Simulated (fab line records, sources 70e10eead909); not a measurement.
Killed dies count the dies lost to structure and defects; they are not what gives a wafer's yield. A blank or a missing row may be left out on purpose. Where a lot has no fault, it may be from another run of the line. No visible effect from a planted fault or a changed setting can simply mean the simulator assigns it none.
Which tool was responsible?    flow nand harc    14 lots, 42 wafers sampled, at 2 steps of a route of 1302

WHAT THE GAUGES SHOWED, per wafer
NHARC_P_M1_INSPECT_27. Usual: raw defect count reads 262 (standard deviation 98).
lot   measured      on                 raw defect count  flag
L375  day 6 14:50   defect inspect-02  128 254 170       
L376  day 7 04:53   defect inspect-01  474 326 368       
L377  day 7 14:49   defect inspect-01  242 338 192       
L379  day 8 12:58   defect inspect-01  193 240 338       
L381  day 9 08:40   defect inspect-02  293 206 370       
L384  day 10 08:49  defect inspect-02  254 164 144       
L389  day 12 22:29  defect inspect-02  600 335 243       
L390  day 13 04:50  defect inspect-02  212 219 240       
L391  day 13 09:57  defect inspect-01  185 246 159       
L392  day 13 15:30  defect inspect-01  126 260 193       
L393  day 14 04:06  defect inspect-01  442 260 267       
L394  day 14 16:24  defect inspect-02  519 278 237       
L395  day 14 19:59  defect inspect-01  179 233 130       
L396  day 15 06:26  defect inspect-02  349 283 299       

NHARC_P_M2_CD_MEAS_16. Usual: cd nm reads 170.3 nm (standard deviation 0.73).
lot   measured      on         cd nm (nm)         flag
L375  day 6 16:52   cd sem-03  170.0 169.8 169.4  
L376  day 7 06:47   cd sem-01  169.1 169.0 170.3  
L377  day 7 16:42   cd sem-03  171.1 171.1 170.8  
L379  day 8 14:52   cd sem-02  170.5 170.0 169.5  
L381  day 9 10:33   cd sem-02  170.6 169.4 169.2  
L384  day 10 10:35  cd sem-02  170.5 170.0 171.3  
L389  day 13 00:17  cd sem-03  169.7 170.9 171.3  
L390  day 13 06:46  cd sem-01  169.9 170.5 169.7  
L391  day 13 11:46  cd sem-02  170.8 169.5 170.5  
L392  day 13 17:25  cd sem-03  172.1 171.2 171.2  
L393  day 14 06:02  cd sem-03  171.9 170.9 170.7  
L394  day 14 18:28  cd sem-03  170.7 170.3 169.2  
L395  day 14 22:25  cd sem-02  169.0 170.1 170.1  
L396  day 15 08:20  cd sem-03  170.5 170.7 170.5  

EACH LOT AND THE TOOL THAT RAN IT (in order: tool; ch and the chambers of the sampled wafers; start)
Before these readings, the record contains no process step.

WHAT THE TOOLS THEMSELVES READ (means of the sampled wafers that have a number; where no wafer has one, the mark that the record gives instead)
The record holds no such reading with a usual standard deviation.

THE ANSWER, worked out from the rows above alone
Rule: lot off if the mean of its wafers having a number is beyond 3 standard deviations from the usual mean. Also off: a lot with no number at a reading for which 4 or more lots have one. Any other lot the step has rows for is counted as sound. First the gauges in route order, then the tools' own readings, where a lot's mean is used as printed above. The first step at which some lot is off is used, and at that step the reading that is off furthest; a lot without a number counts as furthest.
No lot is off on any of the readings shown, so nothing can be concluded from this.

WHAT THE SIMULATOR PUT IN
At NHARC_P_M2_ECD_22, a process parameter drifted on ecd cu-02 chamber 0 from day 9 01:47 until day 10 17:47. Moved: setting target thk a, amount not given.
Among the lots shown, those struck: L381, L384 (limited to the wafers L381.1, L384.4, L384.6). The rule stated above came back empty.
